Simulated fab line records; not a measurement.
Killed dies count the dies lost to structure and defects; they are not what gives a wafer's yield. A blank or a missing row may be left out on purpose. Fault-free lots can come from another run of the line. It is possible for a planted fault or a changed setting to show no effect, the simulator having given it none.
Lot-split experiment    flow n5 finfet    39 wafers read from 7 lots, route of 1938 steps

ON THE SPLIT
At N5_BEOL_M4_DESCUM_33 (chemistry O2, time 7 s), the setting time s was moved away from the recipe's 7 s on 9 of the 39 wafers read, by -54.5% to -19.7%. This setting was run at the recipe's value on the other wafers.

FROM THE SPLIT TO THE READING: what the file shows between them, 3 steps
- N5_BEOL_M4_ETCH_77: etches underlayer in N2/H2, target depth 6.5 nm, time 5.2 s
- N5_BEOL_M4_ETCH_69: etches SiARC in CF4, target depth 15.6 nm, time 26 s
- N5_BEOL_M4_ALD_98: deposits SiO2, target thk 2.5 nm, pulse time 1 s, co reactant pulse time 1 s

THE READING
CAR-EUV_of_BEOL_M4_COAT_22.thk nm (the simulator's own value, which no gauge read), in nm, at N5_BEOL_M4_ETCHBACK_99 (etches SiO2 in CHF3, target depth 5 nm, time 10.4 s). The file does not state a usual value for it. Here, 30 wafers ran the recipe; their average is 10.4 nm with a standard deviation of 0.12 nm.

wafer   tool, chamber at the split  time s as run, s  against the recipe  CAR-EUV_of_BEOL_M4_COAT_22.thk nm, nm  against lot-mates on the recipe
L075.1  rie diel-01, 0              7                 recipe              10.4                                   -
L075.3  rie diel-01, 2,3            7                 recipe              10.4                                   -
L075.5  rie diel-01, 2,3            7                 recipe              10.4                                   -
L075.2  rie diel-01, 1,3            3.182             -54.5%              12.2                                   +1.8
L075.4  rie diel-01, 1,3            3.182             -54.5%              12.2                                   +1.8
L075.6  rie diel-01, 0              3.182             -54.5%              12.4                                   +2.0
L082.1  rie diel-04, 0,3,2          5.362             -23.4%              11.2                                   +0.8
L082.3  rie diel-04, 0,3,2          5.362             -23.4%              11.2                                   +0.8
L082.2  rie diel-04, 0,3,2          5.362             -23.4%              11.4                                   +1.0
L082.4  rie diel-04, 1,1,2          7                 recipe              10.4                                   -
L082.5  rie diel-04, 1,1,2          7                 recipe              10.4                                   -
L082.6  rie diel-04, 1,1,2          7                 recipe              10.4                                   -
L083.2  rie diel-04, 0,3,1          7                 recipe              10.4                                   -
L083.3  rie diel-04, 0,3,1          7                 recipe              10.4                                   -
L083.4  rie diel-04, 0,3,1          7                 recipe              10.2                                   -
L084.1  rie diel-02, 0,3,2,1,3,2    7                 recipe              10.2                                   -
L084.4  rie diel-02, 0,3,2,1,3,2    7                 recipe              10.2                                   -
L084.6  rie diel-02, 0,3,2,1,3,2    7                 recipe              10.2                                   -
L084.2  rie diel-02, 0,3,2,1,3,2    7                 recipe              10.4                                   -
L084.3  rie diel-02, 0,3,2,1,3,2    7                 recipe              10.4                                   -
L084.5  rie diel-02, 0,3,2,1,3,2    7                 recipe              10.4                                   -
L085.1  rie diel-02, 3,2            7                 recipe              10.4                                   -
L085.2  rie diel-02, 3,2            7                 recipe              10.4                                   -
L085.6  rie diel-02, 3              7                 recipe              10.4                                   -
L085.3  rie diel-02, 0,1,2          5.621             -19.7%              11                                     +0.6
L085.4  rie diel-02, 0,1,2          5.621             -19.7%              11                                     +0.6
L085.5  rie diel-02, 0,1,2          5.621             -19.7%              11.2                                   +0.8
L090.1  rie diel-04, 3,2,1,2        7                 recipe              10.6                                   -
L090.2  rie diel-04, 3,2,1,2        7                 recipe              10.6                                   -
L090.6  rie diel-04, 3,2,1,2        7                 recipe              10.6                                   -
L090.3  rie diel-04, 0,1            7                 recipe              10.4                                   -
L090.4  rie diel-04, 0,1            7                 recipe              10.4                                   -
L090.5  rie diel-04, 3,2,1,2        7                 recipe              10.4                                   -
L093.1  rie diel-04, 2              7                 recipe              10.4                                   -
L093.6  rie diel-04, 1,3,0,0,3      7                 recipe              10.4                                   -
L093.2  rie diel-04, 1,3,0,0,3      7                 recipe              10.2                                   -
L093.3  rie diel-04, 1,3,0,0,3      7                 recipe              10.2                                   -
L093.4  rie diel-04, 1,3,0,0,3      7                 recipe              10.2                                   -
L093.5  rie diel-04, 1,3,0,0,3      7                 recipe              10.2                                   -
The file does not say which wafer passed through which chamber wherever a row lists several chambers: such a row stands for several wafers.

FIT RESULTS
A straight line over all 39 wafers: CAR-EUV_of_BEOL_M4_COAT_22.thk nm changes by -0.0353 nm for each +1% of time s; r = -0.98; the points scatter about the line by 0.12 nm.
The same after taking each lot's own level away (the mean of its wafers on the recipe; 39 wafers): -0.0345 nm for each +1%; r = -0.99; scatter 0.089 nm.
That fit puts the effect of the largest move of time s on the reading at 1.9 nm.
Across the lots, their own levels run from 10.27 to 10.50 nm, a range of 2.0 times the standard deviation given above.
The two slopes agree, so the slope changes little with the lot-to-lot level.
Check: for one of the wafers moved furthest among these (-54.5%), held out of the fit, the line's prediction against its lot-mates is +1.91 nm. Against them it came out at +1.8 nm.

OTHER SPLITS APPLIED TO THESE WAFERS
Before the reading, these wafers also passed through other splits. Each is held against what the fit with the lots' levels taken away leaves over:
other split on the same wafers                   wafers away from the commonest value  r with CAR-EUV_of_BEOL_M4_COAT_22.thk nm (lot level and that fit taken away)
N5_ZERO_LAYER_DEVELOP_10 develop time s          15                                    -0.04
N5_FIN_CUT_CUT_ETCH_26 target depth a            18                                    -0.08
N5_STI_FIN_REVEAL_ALD_00 target thk a            15                                    +0.02
N5_HKMG_FIN_PWFM_ALD_03 ald cycles               12                                    +0.17
N5_MOL_CONTACT_COAG_ETCHBACK_136 target depth a  12                                    -0.18
N5_BEOL_M1_PECVD_72 time s                       9                                     +0.21

THE WHOLE CHAIN: every reading that the file lists as answering this split, in the file's order
step                    what it does                                                 reading                                                                             change (the file's fit)                 r (the file's)
N5_BEOL_M4_DESCUM_33    chemistry O2, time 7 s                                       CAR-EUV_of_BEOL_M4_COAT_22.thk nm (the simulator's own value, which no gauge read)  -0.0333 nm for each +1% of the setting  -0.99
N5_BEOL_M4_ETCH_77      etches underlayer in N2/H2, target depth 6.5 nm, time 5.2 s  CAR-EUV_of_BEOL_M4_COAT_22.thk nm (the simulator's own value, which no gauge read)  -0.0338 nm for each +1% of the setting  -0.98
N5_BEOL_M4_ETCHBACK_99  etches SiO2 in CHF3, target depth 5 nm, time 10.4 s          CAR-EUV_of_BEOL_M4_COAT_22.thk nm (the simulator's own value, which no gauge read)  -0.0346 nm for each +1% of the setting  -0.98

THE FILE'S OWN FIT
CAR-EUV_of_BEOL_M4_COAT_22.thk nm changes by -0.0346 nm for each +1% of time s, r = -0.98.
